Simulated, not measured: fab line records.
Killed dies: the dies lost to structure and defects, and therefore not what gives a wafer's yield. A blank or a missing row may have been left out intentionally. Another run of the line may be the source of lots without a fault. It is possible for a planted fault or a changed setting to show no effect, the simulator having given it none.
A lot that was struck, set against a sound lot :: flow nandHarc :: 15 steps out of a route of 1302
Sound: the wafers L218.1, L218.3, L218.6. Wafers L229.2, L229.5, L229.6 were the ones struck. The cause is named last.
At each step with rows: each side's tool, then ch and its chambers, then its first start. Under that, the readings that differ: sound wafers :: struck wafers :: difference of the means :: sigmas: that difference in standard deviations of wafers without a fault.
alike: words and numbers the same on both sides, and readings whose means are apart by under 2 such deviations; not compared: readings that were withheld, readings missing a value for some wafer, numbers with overlapping values and no deviation given by the record, and bounds like >300 which may hide the same value.
A row with sigmas, a row that says differs or no value, or rows on one side alone: a step with any of these is where the two part. When numbers do not overlap yet have no deviation, they are printed without sigmas and do not part them. A reading missing from all wafers of one side parts the sides only when that side holds two or more wafers.

first, 1 step without rows for these wafers: NHARC_A_ONON_D1_DEP_12 (target thk 1000 nm).
NHARC_A_ONON_D1_THK_MEAS_14: measures by ellipsometry.
  sound: filmMetro-02 at day 10 04:24; struck: filmMetro-02 at day 14 06:07
reading: thkNm (nm)
sound: 989 989 989
struck: 1011 1011 1009
difference: +21
sigmas: +2
then, 2 steps without rows for these wafers: NHARC_A_ONON_D1_ANNEAL_15 (time 3600 s); NHARC_A_ONON_D1_DEP_16 (target thk 1000 nm).
NHARC_A_ONON_D1_THK_MEAS_18: measures by ellipsometry.
  sound: filmMetro-02 at day 10 12:14; struck: filmMetro-01 at day 14 14:00
  alike: thkNm
next comes 1 step that has no rows for these wafers: NHARC_A_ONON_D1_DEP_19 (target thickness 1000 nm).
NHARC_A_ONON_D1_THK_MEAS_21: measures by ellipsometry.
  sound: filmMetro-01 at day 10 12:49; struck: filmMetro-01 at day 14 14:34
  alike: thkNm
next comes 1 step that has no rows for these wafers: NHARC_A_ONON_D1_DEP_22 (target thickness 1000 nm).
NHARC_A_ONON_D1_THK_MEAS_24: measures by ellipsometry.
  sound: filmMetro-01 at day 10 13:23; struck: filmMetro-02 at day 14 15:08
  alike: thkNm
next comes 1 step that has no rows for these wafers: NHARC_A_ONON_D1_DEP_25 (target thickness 1000 nm).
NHARC_A_ONON_D1_THK_MEAS_27: measures by ellipsometry.
  sound: filmMetro-01 at day 10 13:57; struck: filmMetro-02 at day 14 15:42
  alike: thkNm
NHARC_A_ONON_D1_DEP_28: target thk 1000 nm.
  sound on pecvdOnon-04 ch 0, day 10 14:00; struck on pecvdOnon-04 ch 0, day 14 15:49
  alike: n2FlowSccm
NHARC_A_ONON_D1_THK_MEAS_30: measures by ellipsometry.
  sound: filmMetro-01 at day 10 14:31; struck: filmMetro-02 at day 14 16:16
reading: thkNm (nm)
sound: 1012 1011 1012
struck: 1563 1567 1566
difference: +554
sigmas: +74
NHARC_A_ONON_D1_DEP_33: deposits SiO2, target thk 200 nm.
  sound on pecvd-03 ch 0,1,2, day 10 15:00; struck on pecvd-02 ch 0,2, day 14 16:22
  alike: heaterPowerW, throttleValvePct
-- jump in the record: it breaks off in module A_ONON_D1 and resumes in module END (first step shown: number 1302 of the route), and 16 days separate the struck wafers' starts before and after --
NHARC_END_SORT_01:
  at this point the record logs the struck wafers (prober-02 ch 0, day 30 10:28) and has no rows for the sound ones

WHERE THEY PART
Earliest at NHARC_A_ONON_D1_THK_MEAS_14; latest, in this record, at NHARC_END_SORT_01.

WHY: whatever the simulator had introduced
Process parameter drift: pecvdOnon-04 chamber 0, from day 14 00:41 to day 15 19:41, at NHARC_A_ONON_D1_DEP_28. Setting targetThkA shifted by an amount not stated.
